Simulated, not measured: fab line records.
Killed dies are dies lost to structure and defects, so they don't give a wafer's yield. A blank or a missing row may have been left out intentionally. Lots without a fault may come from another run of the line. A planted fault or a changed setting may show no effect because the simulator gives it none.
Chamber matching | flow n5-finfet | N5_BEOL_M13_ETCH_68 on rie-diel-04: 4 sister chambers
The step etches SOC in N2/H2, time 355 s. 14 wafers are shown with their chamber, then 6 later ones without.

## EACH WAFER AND ITS CHAMBER
wafer  | chamber | showerhead-plenum-p-Torr (Torr) | drypump-motor-current-A (A) | rf-vpp-V (V)
L693.1 | 0       | 2.53                            | 5.9                         | 523.3
L693.3 | 1       | 2.49                            | 5.3                         | 522.1
L693.5 | 0       | 2.53                            | 5.9                         | 521.9
L695.1 | 0       | 2.52                            | 5.9                         | 522.8
L695.5 | 0       | 2.52                            | 5.9                         | 522.2
L695.6 | 3       | 2.46                            | 5.1                         | 522.8
L694.1 | 0       | 2.52                            | 5.9                         | 523.0
L694.4 | 2       | 2.72                            | 5.7                         | 528.7
L694.5 | 0       | 2.52                            | 5.9                         | 523.6
L702.3 | 3       | 2.46                            | 5.1                         | 519.9
L702.5 | 1       | 2.49                            | 5.2                         | 523.3
L702.6 | 3       | 2.46                            | 5.1                         | 521.7
L700.3 | 2       | 2.72                            | 5.7                         | 526.6
L700.4 | 0       | 2.52                            | 5.9                         | 522.8

SIGNATURES, as means of the wafers listed above
reading                  | chamber 0 | chamber 1 | chamber 2 | chamber 3 | scatter within a chamber
showerhead-plenum-p-Torr | 2.5229    | 2.4900    | 2.7200    | 2.4600    | 0.00378
drypump-motor-current-A  | 5.900     | 5.250     | 5.700     | 5.100     | 0.0224
rf-vpp-V                 | 522.800   | 522.700   | 527.650   | 521.467   | 0.965
Rule: for a wafer and a chamber, the distance is found by dividing, reading by reading, the gap between the wafer's reading and the chamber's mean by the reading's scatter, squaring, summing and taking the root. If the next closest chamber is less than 2 further off than the closest, the wafer can't be placed; otherwise it belongs to the closest. The scatter is the square root of a quotient: the sum, over the shown wafers, of each reading's squared deviation from its chamber's mean, divided by wafers minus chambers.

## WAFERS WITHOUT THEIR CHAMBER
wafer  | showerhead-plenum-p-Torr (Torr) | drypump-motor-current-A (A) | rf-vpp-V (V)
L700.6 | 2.46                            | 5.2                         | 521.7
L701.2 | 2.72                            | 5.7                         | 527.6
L701.5 | 2.52                            | 5.9                         | 524.1
L701.6 | 2.46                            | 5.1                         | 521.5
L703.2 | 2.49                            | 5.3                         | 523.7
L703.5 | 2.45                            | 5.2                         | 520.9

## CHAMBER TAKEN BY EACH
wafer  | from the rows above | in truth
L700.6 | 3                   | 3
L701.2 | 2                   | 2
L701.5 | 0                   | 0
L701.6 | 3                   | 3
L703.2 | 1                   | 1
L703.5 | 3                   | 3
6 of 6 placed correctly. Left unplaced by these rows: 0. Number placed wrongly: 0.
